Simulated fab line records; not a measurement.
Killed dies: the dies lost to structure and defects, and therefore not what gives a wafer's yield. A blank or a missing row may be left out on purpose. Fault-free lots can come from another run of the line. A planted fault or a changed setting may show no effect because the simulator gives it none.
fab line records	flow n5_finfet
[record] lots = 6	wafers = 18	last_day = 17
route steps=1938 shown FIN_SAQP@96
lots that met no fault: taken from a fault-free run of the same line
start_h: the number of hours between the record's first day and the start of the first shown wafer of the lot	wait_h: hours from the lot's prior step to this one	" repeats the value in the row above	L1.1+2: a row that stands for several wafers	- value missing, or start not given	* or withheld: withheld	< > ~ a bound
route shown NAME@n: a module of which the file shows steps, and the number in the route of the first	usual: mean and standard deviation over wafers with no fault	same: alike in all rows	chamber/n: place in a boat	sites: readings site by site	_std_site: how widely they spread, as a standard deviation	_edge_site: inner sites' mean taken away from outer sites' mean	radius_mm: how far each site lies from the wafer's centre	mask NAME#n: copy n	behind: tool/chamber where the wafer was last shaped	hold: what put the lot on hold/how long, in hours/how the hold closed	device: the n, p or np transistor that did not switch	end of line: at the end of the route, the tests of the same wafers	a step without rows: its recipe alone	killed: count of dies lost to structure and defects at first sort (not the wafer's yield)	map: shows each die of a wafer: x if killed, . if not, _ if none is there
set.NAME: setting as actually run; set.NAME@STEP: the setting as run at that earlier step	model.NAME: the simulator's own value behind a step, which no gauge read
a table for each step, a row for each wafer; lots at some steps of the route
services: the hour from which a tool's chamber was out of use, counted from the record's first day as start_h (under 0 if before that day), plus the number of hours and why
[[steps]]
[step N5_FIN_SAQP_HM_DEP_03]
[recipe] material = SiNx	target_thk_a = 380	temp_c = 400	precursor = SiH4/NH3/N2	pressure_torr = 1.5	rf_w = 300	time_s = 33.6
[usual] heater_power_w = 757/96	rf_fwd_power_W = 296.7/1	showerhead_plenum_p_Torr = 5.12/0.073	throttle_valve_pct = 40/3.3
lot.wafer	tool	chamber	start_h	wait_h	heater_power_w	rf_fwd_power_W	showerhead_plenum_p_Torr	throttle_valve_pct
L950.1	pecvd-01	1	45.66	0.2	812	297.0	5.05	47
L950.3	"	0	"	"	766	296.3	5.05	39
L950.6	"	2	"	"	643	296.9	5.26	40
L952.1	pecvd-04	0	57.96	0.2	853	294.5	5.13	42
L952.3	"	1	"	"	754	298.2	5.11	39
L952.6	"	1	"	"	756	296.9	5.12	39
L955.2	pecvd-03	2	74.90	0.2	617	296.4	5.18	37
L955.3	"	2	"	"	625	297.7	5.20	37
L955.4	"	1	"	"	529	296.8	5.11	39
L956.1	pecvd-03	2	81.34	0.2	615	297.8	5.20	37
L956.4	"	1	"	"	601	296.8	5.09	39
L956.6	"	2	"	"	601	297.5	5.19	37
L965.1	pecvd-03	1	141.48	0.2	581	298.3	5.10	39
L965.2	"	2	"	"	523	296.7	5.19	37
L965.5	"	2	"	"	514	296.9	5.20	37
L967.1	pecvd-01	0	147.45	0.2	790	296.3	5.05	39
L967.3	"	1	"	"	863	296.9	5.07	46
L967.5	"	2	"	"	807	294.4	5.26	40
[step N5_FIN_SAQP_THK_MEAS_05]
[usual] thk_nm = 38.1/0.52
lot.wafer	tool	chamber	start_h	wait_h	thk_nm
L950.1	film_metro-01	-	45.75	0.1	37.4
L950.3	"	-	"	"	37.4
L950.6	"	-	"	"	37.0
L952.1	film_metro-02	-	58.05	0.1	37.2
L952.3	"	-	"	"	37.7
L952.6	"	-	"	"	38.3
L955.2	film_metro-01	-	75.03	0.1	38.0
L955.3	"	-	"	"	38.4
L955.4	"	-	"	"	37.3
L956.1	film_metro-01	-	81.43	0.1	38.2
L956.4	"	-	"	"	37.6
L956.6	"	-	"	"	38.5
L965.1	film_metro-01	-	141.57	0.1	37.3
L965.2	"	-	"	"	37.7
L965.5	"	-	"	"	38.2
L967.1	film_metro-02	-	147.54	0.1	37.3
L967.3	"	-	"	"	37.7
L967.5	"	-	"	"	38.1
[step N5_FIN_SAQP_PECVD_47]
[recipe] material = a-Si	target_thk_a = 450	temp_c = 400	precursor = SiH4/He	pressure_torr = 3	rf_w = 100	time_s = 36.3
[usual] heater_power_w = 827/110	rf_fwd_power_W = 98.7/0.37	showerhead_plenum_p_Torr = 5.65/0.045	throttle_valve_pct = 18.2/1.3
lot.wafer	tool	chamber	start_h	wait_h	heater_power_w	rf_fwd_power_W	showerhead_plenum_p_Torr	throttle_valve_pct
L950.1	pecvd-04	1	45.79	0.0	894	98.8	5.63	17.8
L950.3	"	2	"	"	833	98.9	5.62	16.5
L950.6	"	1	"	"	896	98.9	5.65	17.9
L952.1	pecvd-01	0	58.08	0.0	805	98.3	5.61	17.8
L952.3	"	1	"	"	920	98.7	5.61	21.3
L952.6	"	0	"	"	814	98.6	5.60	17.6
L955.2	pecvd-04	1	75.07	0.0	948	98.8	5.64	18.0
L955.3	"	2	"	"	787	99.0	5.63	16.5
L955.4	"	1	"	"	769	99.1	5.64	18.0
L956.1	pecvd-04	0	81.46	0.0	853	98.1	5.66	19.1
L956.4	"	0	"	"	852	98.5	5.65	19.4
L956.6	"	1	"	"	907	99.3	5.63	17.8
L965.1	pecvd-01	1	141.60	0.0	827	98.5	5.61	21.2
L965.2	"	0	"	"	808	98.1	5.59	17.7
L965.5	"	0	"	"	811	98.3	5.59	17.4
L967.1	pecvd-01	1	147.57	0.0	830	98.3	5.60	21.1
L967.3	"	2	"	"	731	98.3	5.77	18.1
L967.5	"	2	"	"	744	98.5	5.75	18.5
[step N5_FIN_SAQP_PECVD_48]
[recipe] material = SiNx	target_thk_a = 250	temp_c = 400	precursor = SiH4/NH3/N2	pressure_torr = 1.5	rf_w = 300	time_s = 22.1
[usual] heater_power_w = 742/100	rf_fwd_power_W = 295.9/1.1	showerhead_plenum_p_Torr = 5.12/0.058	throttle_valve_pct = 39.9/2.9
lot.wafer	tool	chamber	start_h	wait_h	heater_power_w	rf_fwd_power_W	showerhead_plenum_p_Torr	throttle_valve_pct
L950.1	pecvd-04	1	45.83	0.0	751	296.5	5.10	39.1
L950.3	"	2	"	"	660	294.8	5.10	36.3
L950.6	"	1	"	"	758	297.3	5.10	39.1
L952.1	pecvd-01	0	58.13	0.0	781	296.6	5.05	38.3
L952.3	"	1	"	"	776	296.7	5.06	46.6
L952.6	"	0	"	"	759	295.7	5.05	38.4
L955.2	pecvd-04	1	75.11	0.0	760	297.5	5.10	39.0
L955.3	"	2	"	"	767	295.9	5.09	35.9
L955.4	"	1	"	"	750	296.3	5.10	38.8
L956.1	pecvd-04	0	81.51	0.0	782	296.6	5.12	42.0
L956.4	"	0	"	"	765	296.1	5.12	42.2
L956.6	"	1	"	"	860	296.8	5.10	38.7
L965.1	pecvd-01	1	141.65	0.0	834	296.6	5.05	47.0
L965.2	"	0	"	"	698	295.4	5.04	38.8
L965.5	"	0	"	"	713	295.7	5.05	38.6
L967.1	pecvd-01	1	147.62	0.0	834	295.1	5.06	46.7
L967.3	"	2	"	"	725	294.9	5.26	39.5
L967.5	"	2	"	"	710	294.3	5.26	39.8
[step N5_FIN_SAQP_PECVD_06]
[recipe] material = a-Si	target_thk_a = 600	temp_c = 400	precursor = SiH4/He	pressure_torr = 3	rf_w = 100	time_s = 48.1
[usual] heater_power_w = 829/98	rf_fwd_power_W = 99.0/0.35	showerhead_plenum_p_Torr = 5.65/0.043	throttle_valve_pct = 18.2/1.3
lot.wafer	tool	chamber	start_h	wait_h	heater_power_w	rf_fwd_power_W	showerhead_plenum_p_Torr	throttle_valve_pct
L950.1	pecvd-04	1	45.87	0.0	907	99.4	5.64	17.9
L950.3	"	2	"	"	800	99.1	5.63	16.6
L950.6	"	1	"	"	871	99.4	5.66	17.5
L952.1	pecvd-01	0	58.17	0.0	842	99.4	5.60	17.7
L952.3	"	1	"	"	933	99.0	5.61	21.2
L952.6	"	0	"	"	847	99.0	5.60	17.3
L955.2	pecvd-04	1	75.15	0.0	839	99.4	5.65	17.5
L955.3	"	2	"	"	757	99.4	5.66	16.4
L955.4	"	1	"	"	842	98.9	5.64	17.6
L956.1	pecvd-04	0	81.55	0.0	844	98.6	5.66	18.9
L956.4	"	0	"	"	841	99.1	5.65	19.0
L956.6	"	1	"	"	853	99.3	5.65	17.8
L965.1	pecvd-01	1	141.68	0.0	899	98.4	5.61	21.2
L965.2	"	0	"	"	744	99.1	5.60	17.6
L965.5	"	0	"	"	761	98.8	5.60	17.5
L967.1	pecvd-01	1	147.65	0.0	817	98.7	5.61	21.4
L967.3	"	2	"	"	856	98.7	5.76	18.0
L967.5	"	2	"	"	849	98.4	5.76	18.3
[step N5_FIN_SAQP_THK_MEAS_07]
[usual] thk_nm = 60.1/0.82
lot.wafer	tool	chamber	start_h	wait_h	thk_nm
L950.1	film_metro-02	-	45.96	0.1	59.3
L950.3	"	-	"	"	60.0
L950.6	"	-	"	"	61.0
L952.1	film_metro-02	-	58.25	0.1	59.8
L952.3	"	-	"	"	60.5
L952.6	"	-	"	"	60.2
L955.2	film_metro-01	-	75.24	0.1	60.2
L955.3	"	-	"	"	60.7
L955.4	"	-	"	"	61.3
L956.1	film_metro-02	-	81.63	0.1	59.3
L956.4	"	-	"	"	60.6
L956.6	"	-	"	"	60.6
L965.1	film_metro-01	-	141.77	0.1	60.6
L965.2	"	-	"	"	59.5
L965.5	"	-	"	"	60.3
L967.1	film_metro-01	-	147.74	0.1	60.1
L967.3	"	-	"	"	58.4
L967.5	"	-	"	"	59.3
[step N5_FIN_SAQP_HM_DEP_72]
[recipe] material = SiO2	target_thk_a = 120	temp_c = 400	precursor = SiH4/N2O	pressure_torr = 0.75	rf_w = 275	time_s = 7.2
[usual] heater_power_w = 742/120	rf_fwd_power_W = 272.0/0.97	showerhead_plenum_p_Torr = 8.11/0.12
lot.wafer	tool	chamber	start_h	wait_h	heater_power_w	rf_fwd_power_W	showerhead_plenum_p_Torr
L950.1	pecvd-01	1	45.99	0.0	708	272.7	7.98
L950.3	"	2	"	"	726	270.5	8.37
L950.6	"	0	"	"	742	271.9	7.96
L952.1	pecvd-03	0	58.29	0.0	840	272.9	8.06
L952.3	"	2	"	"	573	271.5	8.23
L952.6	"	1	"	"	606	272.3	8.06
L955.2	pecvd-03	1	75.27	0.0	548	273.2	8.08
L955.3	"	2	"	"	637	272.8	8.25
L955.4	"	1	"	"	547	273.2	8.07
L956.1	pecvd-01	0	81.67	0.0	723	272.7	7.96
L956.4	"	0	"	"	738	272.2	7.94
L956.6	"	0	"	"	734	272.1	7.95
L965.1	pecvd-01	0	141.81	0.0	748	271.0	7.96
L965.2	"	1	"	"	893	270.9	7.99
L965.5	"	0	"	"	722	271.2	7.98
L967.1	pecvd-04	0	147.78	0.0	900	271.5	8.14
L967.3	"	2	"	"	662	273.3	8.06
L967.5	"	1	"	"	836	273.7	8.08
[step N5_FIN_SAQP_COAT_49]
[recipe] resist = SOC	temp_c = 250	time_s = 60	spin_rpm = 1500	resist_thk_nm = 100
[step N5_FIN_SAQP_COAT_50]
[recipe] resist = SiARC	temp_c = 220	time_s = 60	spin_rpm = 1500	resist_thk_nm = 35
[step N5_FIN_SAQP_COAT_10]
[recipe] resist = CAR-ArF	spin_rpm = 1500	resist_thk_nm = 90
[step N5_FIN_SAQP_EBR_12]
[recipe] solvent = PGMEA	ebr_width_mm = 1.5
[step N5_FIN_SAQP_SOFTBAKE_11]
[recipe] temp_c = 110	time_s = 60	resist = CAR-ArF
[step N5_FIN_SAQP_EXPOSE_13]
[recipe] mask_id = FIN_CORE	na = 1.35	source_shape = dipole	sigma_inner = 0.538	sigma_outer = 0.738	polarization = te	target_cd_nm = 35.6	dose_mj = 63.25
[usual] dipole_opening_deg = 40/0	exposure_dose_mJ_cm2 = 63.22/0.056	na = 1.35/0
lot.wafer	tool	chamber	start_h	wait_h	mask	dipole_opening_deg	exposure_dose_mJ_cm2	na
L950.1	arfi_scanner-03	0	46.31	-	FIN_CORE#0	40	63.19	1.35
L950.3	"	0	"	"	FIN_CORE#0	40	63.26	1.35
L950.6	"	0	"	"	FIN_CORE#0	40	63.30	1.35
L952.1	arfi_scanner-01	0	58.49	-	FIN_CORE#0	40	63.27	1.35
L952.3	"	0	"	"	FIN_CORE#0	40	63.23	1.35
L952.6	"	0	"	"	FIN_CORE#0	40	63.24	1.35
L955.2	arfi_scanner-02	-	75.62	-	FIN_CORE#0	-	-	-
L955.3	"	-	"	"	FIN_CORE#0	-	-	-
L955.4	"	-	"	"	FIN_CORE#0	-	-	-
L956.1	arfi_scanner-02	-	81.89	-	FIN_CORE#0	-	-	-
L956.4	"	-	"	"	FIN_CORE#0	-	-	-
L956.6	"	-	"	"	FIN_CORE#0	-	-	-
L965.1	arfi_scanner-03	0	142.00	-	FIN_CORE#0	40	63.27	1.35
L965.2	"	0	"	"	FIN_CORE#0	40	63.26	1.35
L965.5	"	0	"	"	FIN_CORE#0	40	63.24	1.35
L967.1	arfi_scanner-01	0	147.97	-	FIN_CORE#0	40	63.21	1.35
L967.3	"	0	"	"	FIN_CORE#0	40	63.17	1.35
L967.5	"	0	"	"	FIN_CORE#0	40	63.17	1.35
[step N5_FIN_SAQP_PEB_14]
[recipe] peb_temp_c = withheld	peb_time_s = 60	resist = CAR-ArF
[[services]]
tool	chamber	start_h	hours	kind
arfi_scanner-03	0	25.46	-	calibration
arfi_scanner-02	-	27.52	0.8	pm
arfi_scanner-03	-	28.91	1.0	pm
arfi_scanner-01	-	40.82	1.3	pm
pecvd-01	-	46.77	0.6	repair
arfi_scanner-01	-	48.89	0.8	pm
pecvd-03	0	65.04	5.5	scheduled_down
arfi_scanner-03	-	68.69	0.7	repair
arfi_scanner-01	0	70.57	-	calibration
pecvd-03	0	71.67	5.5	scheduled_down
pecvd-01	1	77.92	5.5	scheduled_down
pecvd-01	1	83.71	2.1	scheduled_down
arfi_scanner-01	-	92.68	0.2	repair
arfi_scanner-02	-	97.70	1.0	pm
arfi_scanner-03	-	116.47	9.4	repair
arfi_scanner-02	-	118.61	1.3	pm
arfi_scanner-03	-	125.90	1.3	pm
arfi_scanner-03	-	127.20	1.0	pm
arfi_scanner-01	-	134.06	1.0	pm
arfi_scanner-01	-	138.16	1.0	pm
pecvd-03	-	142.42	14.6	pm
arfi_scanner-01	-	143.91	1.6	repair
[[key]]
[first_sign] step = N5_FIN_SAQP_EXPOSE_13	reading = tool_record	direction = missing
effect none on later readings
met_at N5_FIN_SAQP_EXPOSE_13
struck_wafers L955.2,L955.3,L955.4,L956.1,L956.4,L956.6
later_rows_left_out L955.2,L955.3,L955.4,L956.1,L956.4,L956.6
sort_left_out L955.2,L955.3,L955.4,L956.1,L956.4,L956.6
[fault] kind = skipped_step_whole	tool = arfi_scanner-02	chamber = -	onset_h = 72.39	steps = N5_FIN_SAQP_EXPOSE_13	scope = struck_lots_only
// sort_left_out: the simulated sort isn't trusted on such a fault, so these wafers' sort isn't shown, and their yield isn't known
// later_rows_left_out: the simulator's readings of these wafers behind a module that went badly wrong aren't trusted and aren't shown, but for the sort
